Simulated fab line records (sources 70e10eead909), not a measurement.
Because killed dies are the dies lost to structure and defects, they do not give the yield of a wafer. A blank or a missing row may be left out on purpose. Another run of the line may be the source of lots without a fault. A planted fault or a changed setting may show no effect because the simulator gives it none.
fab line records	flow nand-harc	part 2 of 2: steps 25 to 34 of 34
record: lots: 5	wafers: 15	last-day: 32
route steps=1302 shown A_M1@1184 A_BONDPAD@1202
lots that met no fault: taken from a fault-free run of the same line
start-h: hours from the record's opening day to when the first of the lot's shown wafers began	wait-h: time in hours since the lot's previous step	" as in the row above	L1.1+2: a row that stands for several wafers	- either no value or no given start	* or withheld: withheld	< > ~ a bound
route shown NAME@n: a module of which the file shows steps, and the number in the route of the first	usual: average and standard deviation across the fault-free wafers	same: alike in all rows	chamber/n: place in a boat	sites: readings site by site	_std_site: the standard deviation of these	_edge_site: inner sites' mean taken away from outer sites' mean	radius-mm: how far each site lies from the wafer's centre	mask NAME#n: copy n	behind: the tool/chamber that last shaped the wafer	hold: why the lot went on hold/how many hours it stayed there/how the hold came to an end	device: names the non-switching transistor (n, p or np)	end of line: at the end of the route, the tests of the same wafers	for a step that has no rows: nothing shown but its recipe	killed: count of dies lost to structure and defects at first sort (not the wafer's yield)	map: dies across one wafer; x = killed, . = not, _ = none there
set.NAME: setting as actually run; set.NAME@STEP: the setting as run at that earlier step	model.NAME: the simulator's own value behind a step, which no gauge read
lots at some steps of the route; a table a step, a row a wafer
services: from which hour (start-h, from the record's first day; less than 0 if before it) a tool's chamber was out of use, for how many hours, and why
== steps ==
step: NHARC_A_BONDPAD_COAT_03
recipe: spin-rpm: 2000	resist-thk-nm: 600
usual: dispense-pressure-kPa: 47.5/2	exhaust-pa: 45.0/0.87
lot.wafer	tool	chamber	start-h	wait-h	dispense-pressure-kPa	exhaust-pa
L079.1	litho-track-05	0	-	-	43.7	44.4
L079.2	"	0	"	"	43.7	45.2
L079.3	"	0	"	"	43.7	45.1
L082.4	litho-track-02	0	-	-	47.9	44.5
L082.5	"	0	"	"	47.9	44.1
L082.6	"	0	"	"	48.0	43.8
L087.1	litho-track-05	0	-	-	43.7	45.2
L087.2	"	0	"	"	43.7	46.0
L087.5	"	0	"	"	43.7	45.7
L088.1	litho-track-07	0	-	-	49.2	46.0
L088.2	"	0	"	"	49.1	45.9
L088.3	"	0	"	"	49.1	45.6
L094.1	litho-track-07	0	-	-	49.2	44.1
L094.2	"	0	"	"	49.1	44.7
L094.4	"	0	"	"	49.1	45.3
step: NHARC_A_BONDPAD_SOFTBAKE_04
recipe: temp-c: 125	time-s: 70
usual: exhaust-pa: 45.0/0.75
lot.wafer	tool	chamber	start-h	wait-h	exhaust-pa
L079.1	litho-track-05	0	-	-	44.4
L079.2	"	0	"	"	45.3
L079.3	"	0	"	"	45.3
L082.4	litho-track-02	0	-	-	43.7
L082.5	"	0	"	"	46.2
L082.6	"	0	"	"	44.2
L087.1	litho-track-05	0	-	-	44.9
L087.2	"	0	"	"	44.4
L087.5	"	0	"	"	45.3
L088.1	litho-track-07	0	-	-	46.1
L088.2	"	0	"	"	45.0
L088.3	"	0	"	"	45.6
L094.1	litho-track-07	0	-	-	45.1
L094.2	"	0	"	"	45.7
L094.4	"	0	"	"	45.6
step: NHARC_A_BONDPAD_EBR_05
usual: exhaust-pa: 45.1/1
lot.wafer	tool	chamber	start-h	wait-h	exhaust-pa
L079.1	litho-track-05	0	-	-	45.4
L079.2	"	0	"	"	44.6
L079.3	"	0	"	"	44.1
L082.4	litho-track-02	0	-	-	45.9
L082.5	"	0	"	"	45.1
L082.6	"	0	"	"	44.9
L087.1	litho-track-05	0	-	-	45.0
L087.2	"	0	"	"	47.6
L087.5	"	0	"	"	46.6
L088.1	litho-track-07	0	-	-	45.7
L088.2	"	0	"	"	43.9
L088.3	"	0	"	"	44.9
L094.1	litho-track-07	0	-	-	44.6
L094.2	"	0	"	"	44.3
L094.4	"	0	"	"	44.6
step: NHARC_A_BONDPAD_EXPOSE_06
recipe: na: 0.55	dose-mj: 36.99	mask-id: A_BPAD
usual: focus-offset-nm: 0.0/0.5
lot.wafer	tool	chamber	start-h	wait-h	mask	focus-offset-nm
L079.1	krf-scanner-02	0	595.20	-	A_BPAD#0	0.5
L079.2	"	0	"	"	A_BPAD#0	0.1
L079.3	"	0	"	"	A_BPAD#0	-0.2
L082.4	krf-scanner-04	0	612.00	-	A_BPAD#0	-0.4
L082.5	"	0	"	"	A_BPAD#0	0.0
L082.6	"	0	"	"	A_BPAD#0	-0.4
L087.1	krf-scanner-04	0	662.19	-	A_BPAD#0	-0.4
L087.2	"	0	"	"	A_BPAD#0	-0.6
L087.5	"	0	"	"	A_BPAD#0	-0.1
L088.1	krf-scanner-04	0	673.21	-	A_BPAD#0	-0.7
L088.2	"	0	"	"	A_BPAD#0	-0.7
L088.3	"	0	"	"	A_BPAD#0	-0.1
L094.1	krf-scanner-04	0	727.48	-	A_BPAD#0	-0.7
L094.2	"	0	"	"	A_BPAD#0	0.4
L094.4	"	0	"	"	A_BPAD#0	-0.3
step: NHARC_A_BONDPAD_PEB_07
recipe: peb-temp-c: 128	peb-time-s: 80
usual: exhaust-pa: 45.2/0.86
lot.wafer	tool	chamber	start-h	wait-h	exhaust-pa
L079.1	litho-track-07	0	595.26	0.1	43.6
L079.2	"	0	"	"	43.9
L079.3	"	0	"	"	43.7
L082.4	litho-track-07	0	612.06	0.0	44.6
L082.5	"	0	"	"	46.1
L082.6	"	0	"	"	46.1
L087.1	litho-track-02	0	662.25	0.1	45.0
L087.2	"	0	"	"	44.6
L087.5	"	0	"	"	44.9
L088.1	litho-track-05	0	673.28	0.1	43.3
L088.2	"	0	"	"	45.5
L088.3	"	0	"	"	46.4
L094.1	litho-track-02	0	727.54	0.1	46.4
L094.2	"	0	"	"	45.8
L094.4	"	0	"	"	45.6
step: NHARC_A_BONDPAD_DEVELOP_08
recipe: time-s: 50	dev-temp-c: 22
usual: exhaust-pa: 45.0/0.91
lot.wafer	tool	chamber	start-h	wait-h	exhaust-pa
L079.1	litho-track-07	0	-	-	44.7
L079.2	"	0	"	"	45.0
L079.3	"	0	"	"	45.0
L082.4	litho-track-07	0	-	-	45.9
L082.5	"	0	"	"	45.6
L082.6	"	0	"	"	45.4
L087.1	litho-track-02	0	-	-	43.6
L087.2	"	0	"	"	44.9
L087.5	"	0	"	"	43.7
L088.1	litho-track-05	0	-	-	45.5
L088.2	"	0	"	"	47.0
L088.3	"	0	"	"	45.0
L094.1	litho-track-02	0	-	-	45.0
L094.2	"	0	"	"	44.3
L094.4	"	0	"	"	44.6
step: NHARC_A_BONDPAD_CD_MEAS_09
recipe: target-cd-nm: 500	landing-energy-ev: 500
usual: cd-nm: 500.8/1.8
lot.wafer	tool	chamber	start-h	wait-h	cd-nm
L079.1	cd-sem-03	0	595.35	-	499.9
L079.2	"	0	"	"	503.0
L079.3	"	0	"	"	499.5
L082.4	cd-sem-01	0	612.15	-	504.0
L082.5	"	0	"	"	499.7
L082.6	"	0	"	"	499.1
L087.1	cd-sem-03	0	662.34	-	502.1
L087.2	"	0	"	"	502.5
L087.5	"	0	"	"	500.9
L088.1	cd-sem-02	0	673.36	-	501.8
L088.2	"	0	"	"	502.1
L088.3	"	0	"	"	501.3
L094.1	cd-sem-02	0	727.63	-	502.7
L094.2	"	0	"	"	501.6
L094.4	"	0	"	"	499.2
step: NHARC_A_BONDPAD_OVL_MEAS_35
usual: overlay-x-nm: 1/6.4	overlay-y-nm: -1/6
lot.wafer	tool	chamber	start-h	wait-h	overlay-x-nm	overlay-y-nm
L079.1	overlay-01	-	595.44	-	0	-5
L079.2	"	-	"	"	0	-4
L079.3	"	-	"	"	0	-5
L082.4	overlay-01	-	612.23	-	-5	-3
L082.5	"	-	"	"	-4	-3
L082.6	"	-	"	"	-4	-4
L087.1	overlay-01	-	662.43	-	9	12
L087.2	"	-	"	"	9	13
L087.5	"	-	"	"	9	12
L088.1	overlay-02	-	673.45	-	5	-5
L088.2	"	-	"	"	5	-5
L088.3	"	-	"	"	5	-5
L094.1	overlay-02	-	727.71	-	-8	10
L094.2	"	-	"	"	-9	10
L094.4	"	-	"	"	-8	10
step: NHARC_A_BONDPAD_HARDBAKE_10
recipe: temp-c: 118	time-s: 65
usual: exhaust-pa: 45.0/0.84
lot.wafer	tool	chamber	start-h	wait-h	exhaust-pa
L079.1	litho-track-07	0	595.48	0.0	44.8
L079.2	"	0	"	"	44.3
L079.3	"	0	"	"	44.4
L082.4	litho-track-07	0	612.28	0.1	46.4
L082.5	"	0	"	"	44.9
L082.6	"	0	"	"	45.4
L087.1	litho-track-05	0	662.47	0.0	45.4
L087.2	"	0	"	"	46.2
L087.5	"	0	"	"	45.0
L088.1	litho-track-07	0	673.50	0.0	45.4
L088.2	"	0	"	"	45.0
L088.3	"	0	"	"	44.6
L094.1	litho-track-05	0	727.76	0.0	45.3
L094.2	"	0	"	"	45.2
L094.4	"	0	"	"	44.0
step: NHARC_A_BONDPAD_DESCUM_11
recipe: time-s: 3	o2-flow-sccm: 200	ar-flow-sccm: 0	bias-power-w: 0	chemistry: O2
usual: drypump-motor-current-A: 5.6/0.45	oes-product-au: 1.000/0.0099	rf-vpp-V: 57.7/0.83	showerhead-plenum-p-Torr: 1.89/0.052	throttle-valve-pct: 11.311/0.0088
lot.wafer	tool	chamber	start-h	wait-h	drypump-motor-current-A	oes-product-au	rf-hours-counter-h	rf-vpp-V	showerhead-plenum-p-Torr	throttle-valve-pct
L079.3	rie-diel-08	3	595.56	-	5.4	0.996	7	57.3	1.81	11.314
L079.1	"	0	"	"	6.8	0.991	7	57.9	1.96	11.313
L079.2	"	2	"	"	5.4	0.997	7	58.4	1.84	11.323
L082.4	rie-diel-06	2	612.36	-	5.8	1.004	4	58.0	1.84	11.307
L082.6	"	1	"	"	5.2	0.995	-	59.2	1.89	11.318
L082.5	"	2	"	"	5.8	1.003	-	56.9	1.84	11.300
L087.2	rie-diel-08	2	662.55	-	5.4	1.011	21	57.8	1.83	11.309
L087.1	"	1	"	"	5.8	0.988	23	56.9	1.93	11.308
L087.5	"	3	"	"	5.4	1.007	-	56.8	1.81	11.326
L088.1	rie-diel-06	0	673.57	-	6.0	0.992	0	58.0	1.93	11.308
L088.2	"	1	"	"	5.2	0.997	0	57.9	1.89	11.310
L088.3	"	3	"	"	5.1	1.005	0	57.6	1.87	11.312
L094.1	rie-diel-06	0	727.85	-	6.0	1.005	2	58.4	1.93	11.305
L094.2	"	1	"	"	5.2	0.996	2	58.1	1.89	11.305
L094.4	"	2	"	"	5.8	1.007	2	57.9	1.84	11.322
== services ==
tool	chamber	start-h	hours	kind
rie-diel-02	-	570.70	9.0	pm
cmp-03	-	575.73	4.0	pm
litho-track-02	-	577.00	7.0	pm
rie-diel-12	-	577.83	1.6	repair
pvd-sputter-01	-	582.00	10.0	pm
pecvd-02	-	589.10	13.0	pm
rie-diel-12	0	600.75	13.1	repair
litho-track-07	-	601.00	7.0	pm
rie-diel-12	3	603.23	15.4	repair
pvd-sputter-01	-	622.08	1.7	repair
rie-diel-12	-	622.40	9.0	pm
rie-diel-02	1	630.97	1.3	repair
wet-bench-08	-	646.40	8.0	pm
litho-track-05	-	649.00	7.0	pm
pvd-sputter-03	-	659.93	7.6	repair
pvd-sputter-01	-	662.90	0.6	repair
wet-bench-10	-	663.20	8.0	pm
pecvd-02	0	665.63	2.0	repair
cmp-03	-	672.41	3.4	repair
pvd-sputter-01	-	676.09	2.6	repair
rie-diel-02	3	677.01	5.1	repair
rie-diel-02	-	700.63	1.0	repair
pvd-sputter-03	-	704.01	10.0	pm
pecvd-02	1	712.69	3.6	repair
